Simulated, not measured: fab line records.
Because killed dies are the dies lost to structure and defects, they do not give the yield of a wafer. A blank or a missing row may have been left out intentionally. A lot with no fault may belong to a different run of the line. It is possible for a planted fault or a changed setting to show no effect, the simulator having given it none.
Comparing a struck lot with a sound one    flow nand_harc    17 out of 1302 route steps
Sound: wafers L147.1, L147.5, L147.6. Struck: wafer L146.5. At the end, the cause is stated.
Per side, at each step with rows, come the tool, then ch with its chambers, and then its first start. Under that, the readings that differ: sound wafers    struck wafers    difference of the means    sigmas: that difference in standard deviations of wafers without a fault.
alike: words and numbers the same on both sides, and readings whose means are apart by under 2 such deviations; not compared: readings that were withheld, readings missing a value for some wafer, numbers with overlapping values and no deviation given by the record, and bounds like >300 which may hide the same value.
A row with sigmas, a row that says differs or no value, or rows on one side alone: a step with any of these is where the two part. Numbers that have no deviation but don't overlap get no sigmas and don't part them. A reading that every wafer of one side lacks parts them only if that side has two wafers or more.

NHARC_A_ZERO_WELL_ETCH_13: etches the open film in HBr/Cl2, target depth 120 nm, time 40.1 s.
  sound on rie_si-06 ch 0,1,3, day 13 17:00; struck on rie_si-06 ch 1, day 13 12:04
  alike: chamber_pressure_mTorr, drypump_motor_current_A, hbr_flow_sccm, oes_product_au, throttle_valve_pct
  not compared: rf_hours_counter_h
then, 4 steps without rows for these wafers: NHARC_A_ZERO_WELL_STRIP_14 (strips in SPM, time 900 s); NHARC_A_ZERO_WELL_IMPLANT_15; NHARC_A_ZERO_WELL_PRECLEAN_22 (cleans in SC1, time 60 s); NHARC_A_ZERO_WELL_SRD_23.
NHARC_A_ZERO_WELL_RTA_16: time 10 s.
  sound on rtp_anneal-02 ch 0, day 13 17:52; struck on rtp_anneal-01 ch 0, day 13 13:02
reading              sound                 struck  difference  sigmas
lamp_power_pct (%)   30.7 30.7 30.7        25.3    -5.4        -2
lamp_zone_7_pct (%)  31.2 31.2 31.2        25.7    -5.5        -2
wafer_temp_C_max     1002.8 1003.0 1002.0  1005.8  +3.2        +2
NHARC_A_ZERO_WELL_INSPECT_17:
  sound: defect_inspect-01 at day 13 18:04; struck: defect_inspect-01 at day 13 13:07
  alike: raw_defect_count
then, 3 steps without rows for these wafers: NHARC_A_SOURCE_PLATE_PRECLEAN_00 (cleans in HF-LAST, time 60 s); NHARC_A_SOURCE_PLATE_SRD_01; NHARC_A_SOURCE_PLATE_OXIDE_02 (material SiO2, target thk 10 nm, ox time 1362 s).
NHARC_A_SOURCE_PLATE_THK_MEAS_09: measures by ellipsometry.
  sound: film_metro-02 at day 14 01:26; struck: film_metro-02 at day 13 21:44
  alike: thk_nm
NHARC_A_SOURCE_PLATE_PVD_04: deposits WSi2, target thk 50 nm.
  sound: pvd_sputter-01 at day 14 01:31; struck: pvd_sputter-03 at day 13 21:52
then, 2 steps without rows for these wafers: NHARC_A_SOURCE_PLATE_CVD_03 (deposits poly-Si, target thk 200 nm, time 4000 s); NHARC_A_SOURCE_PLATE_ANNEAL_05 (time 1800 s).
NHARC_A_SOURCE_PLATE_THK_MEAS_06: measures by ellipsometry.
  sound: film_metro-02 at day 14 11:38; struck: film_metro-01 at day 14 11:38
  alike: thk_nm
NHARC_A_SOURCE_PLATE_INSPECT_08:
  sound: defect_inspect-02 at day 14 11:42; struck: defect_inspect-01 at day 14 11:54
reading           sound     struck  difference  sigmas
raw_defect_count  95 65 84  550     +469        +20
  not compared: hold
-- the record jumps here: 16 days lie between the struck wafers' starts before and after (it left off in module A_SOURCE_PLATE and takes up again in module END, whose first step shown is number 1302 of the route) --
NHARC_END_SORT_01:
  here the record holds rows for the struck wafers (prober-02 ch 0, day 30 22:37) but none for the sound ones

## WHERE THEY PART
First at NHARC_A_ZERO_WELL_RTA_16; last, within this record, at NHARC_END_SORT_01.

WHY: what the simulator had put in
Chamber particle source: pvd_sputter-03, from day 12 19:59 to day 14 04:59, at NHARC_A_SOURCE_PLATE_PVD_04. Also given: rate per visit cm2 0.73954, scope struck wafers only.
